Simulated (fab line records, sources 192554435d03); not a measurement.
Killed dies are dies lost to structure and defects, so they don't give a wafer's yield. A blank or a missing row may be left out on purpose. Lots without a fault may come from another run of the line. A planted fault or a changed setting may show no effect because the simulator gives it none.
Which tool did it? | flow n5_finfet | 10 lots, 30 wafers sampled, at 4 steps of a route of 1938

WHAT THE GAUGES READ, wafer by wafer
N5_SD_EPI_P_OVL_MEAS_10.
lot  | measured    | on         | SD_P_BLK_OVL (nm)
L075 | day 3 13:37 | overlay-01 | -0.3 -0.6 -0.7
L077 | day 4 00:43 | overlay-02 | 0.9 -0.1 0.5
L079 | day 4 10:39 | overlay-02 | 0.0 0.0 -0.4
L081 | day 5 01:22 | overlay-01 | 0.6 -0.5 0.5
L083 | day 5 12:56 | overlay-02 | -1.1 -0.6 -1.0
L087 | day 6 10:58 | overlay-02 | -0.4 -0.8 0.2
L089 | day 6 22:28 | overlay-01 | -0.4 -1.1 -1.1
L091 | day 7 09:59 | overlay-01 | 0.4 -0.3 -0.5
L093 | day 8 03:32 | overlay-02 | -0.1 -0.1 -0.2
L097 | day 9 00:13 | overlay-01 | 0.4 0.4 0.4

WHICH TOOL RAN EACH LOT (tool, then ch and the chambers of the sampled wafers, then the start)
lot  | N5_DUMMY_GATE_ETCH_23           | N5_SPACER0_ALD_08                | N5_SD_EPI_N_ETCH_16
L075 | rie_si-04 ch 1,2, day 3 06:54   | ald_sin-01 ch 0,2, day 3 07:59   | rie_diel-06 ch 1,2, day 3 09:08
L077 | rie_si-01 ch 0,2,3, day 3 17:31 | ald_sin-01 ch 0,2,3, day 3 18:25 | rie_diel-03 ch 0,1,2, day 3 19:47
L079 | rie_si-01 ch 1,2,3, day 4 04:14 | ald_sin-01 ch 0,2, day 4 05:08   | rie_diel-03 ch 0,2, day 4 06:16
L081 | rie_si-06 ch 0,2,3, day 4 19:13 | ald_sin-03 ch 1,2,3, day 4 20:19 | rie_diel-01 ch 0,1,3, day 4 21:34
L083 | rie_si-01 ch 2,3, day 5 07:04   | ald_sin-02 ch 1,2,3, day 5 08:01 | rie_diel-03 ch 0,2,3, day 5 09:17
L087 | rie_si-01 ch 0,2, day 6 03:43   | ald_sin-03 ch 0,1, day 6 05:39   | rie_diel-01 ch 0,1,2, day 6 07:08
L089 | rie_si-01 ch 0,2,3, day 6 16:23 | ald_sin-01 ch 1,2,3, day 6 17:22 | rie_diel-01 ch 1,2, day 6 18:41
L091 | rie_si-04 ch 0,1,3, day 7 03:34 | ald_sin-01 ch 1,2,3, day 7 04:56 | rie_diel-03 ch 0,2,3, day 7 06:12
L093 | rie_si-04 ch 0,2,3, day 7 19:27 | ald_sin-01 ch 1,2, day 7 22:12   | rie_diel-03 ch 2,3, day 7 23:28
L097 | rie_si-04 ch 1,2, day 8 17:01   | ald_sin-02 ch 0,2,3, day 8 18:57 | rie_diel-03 ch 0,1,3, day 8 20:27
- N5_DUMMY_GATE_ETCH_23: etches poly-Si in HBr/Cl2/O2, target depth 41 nm, time 22.3 s.
- N5_SPACER0_ALD_08: deposits SiNx, target thk 2 nm.
- N5_SD_EPI_N_ETCH_16: etches SiO2 in CHF3/O2, target depth 5 nm.

THE ANSWER, worked out from the rows above alone
Rule: what is usual is taken from the lots themselves. Put in order of their means at a reading, lots are off if they are a third of the lots or fewer, leave a main group of 4 or more, and stand apart from it by a gap of 3 or more times the standard deviation of the main group's means; of several such gaps the widest counts. A main group whose means are all the same, to the digits that the tables above print for the reading, isn't used. A lot without any number at a reading at which 4 lots or more have one is off too. The other lots that the step has rows for count as sound.
No lot is off at any reading shown: from this, nothing can be told.

WHAT THE SIMULATOR HAD PUT IN
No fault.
